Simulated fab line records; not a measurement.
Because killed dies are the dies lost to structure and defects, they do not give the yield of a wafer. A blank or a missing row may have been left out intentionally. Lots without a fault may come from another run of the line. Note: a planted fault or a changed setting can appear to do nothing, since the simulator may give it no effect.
A lot that was struck, set against a sound lot ; flow n5Finfet ; 14 out of 1938 route steps
Sound: wafers L493.2, L493.3, L493.5. The struck wafers were L502.1, L502.2, L502.6. Last of all comes the cause.
For every step that has rows: the tool of each side, followed by ch and its chambers, followed by its first start. Under that, the readings that differ: sound wafers ; struck wafers ; difference of the means ; sigmas: that difference in standard deviations of wafers without a fault.
alike: readings with means less than 2 such deviations apart, plus words and numbers identical on both sides. not compared: withheld readings, readings lacking a value on some wafer, bounds such as >300 that could conceal the same value, and numbers that have no deviation in the record and whose values overlap.
A row with sigmas, a row that says differs or no value, or rows on one side alone: a step with any of these is where the two part. When numbers do not overlap yet have no deviation, they are printed without sigmas and do not part them. A reading that every wafer of one side lacks parts them only if that side has two wafers or more.

first, 2 steps without rows for these wafers: N5_DUMMY_REMOVAL_SRD_05 (time 30 s); N5_HKMG_FIN_IL_REGROW_00 (material SiO2, chemistry O3, target thk 0.75 nm, time 30 s).
N5_HKMG_FIN_HK_ALD_01: deposits HfO2, target thk 1.6 nm, pulse time 3 s, purge time 3 s.
  sound on aldHk-01 ch 0,1,3, day 5 00:11; struck on aldHk-01 ch 0,1,3, day 7 04:37
  alike: precursorPulseHeightRel
N5_HKMG_FIN_HK_ANNEAL_02: time 30 s.
  sound on rtpAnneal-01 ch 0, day 5 00:30; struck on rtpAnneal-01 ch 0, day 7 04:51
  alike: lampPowerPct, lamp_zone_3_pct, wafer_temp_C_max
N5_HKMG_FIN_ALD_74: deposits La2O3, target thk 0.5 nm, pulse time 6 s, co reactant pulse time 1 s.
  sound on aldHk-02 ch 0,2,3, day 5 00:41; struck on aldHk-02 ch 1,3, day 7 05:04
  alike: heaterPowerW, precursorPulseHeightRel, susceptorTempC
N5_HKMG_FIN_ALD_75: deposits Al2O3, target thk 1 nm, co reactant pulse time 1 s.
  sound on aldHk-02 ch 0,2,3, day 5 00:46; struck on aldHk-02 ch 1,3, day 7 05:09
  alike: heaterPowerW, precursorPulseHeightRel, susceptorTempC
then, 6 steps without rows for these wafers: N5_HKMG_FIN_COAT_41 (time 60 s, resist thk 300 nm); N5_HKMG_FIN_COAT_42 (time 60 s, resist thk 35 nm); N5_HKMG_FIN_COAT_43 (resist thk 90 nm); N5_HKMG_FIN_EBR_45; N5_HKMG_FIN_SOFTBAKE_44 (time 60 s); N5_HKMG_FIN_EXPOSE_46 (exposes mask NDIPOLE).
N5_HKMG_FIN_PEB_47: peb time 60 s.
  sound on lithoTrack-03 ch 0, day 5 01:10; struck on lithoTrack-02, day 7 05:32
  no value came back on the struck wafers for chillPlateTempC (C), exhaustPa (Pa); on the sound wafers chillPlateTempC (C) reads 23.09 22.89 23.01
then, 1 step without rows for these wafers: N5_HKMG_FIN_DEVELOP_48 (develop time 30 s).

WHERE THEY PART
Only at N5_HKMG_FIN_PEB_47, as far as this record shows.

WHY: the cause the simulator had injected
Beginning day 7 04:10, the whole step at N5_HKMG_FIN_PEB_47 was skipped on lithoTrack-02. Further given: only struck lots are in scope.
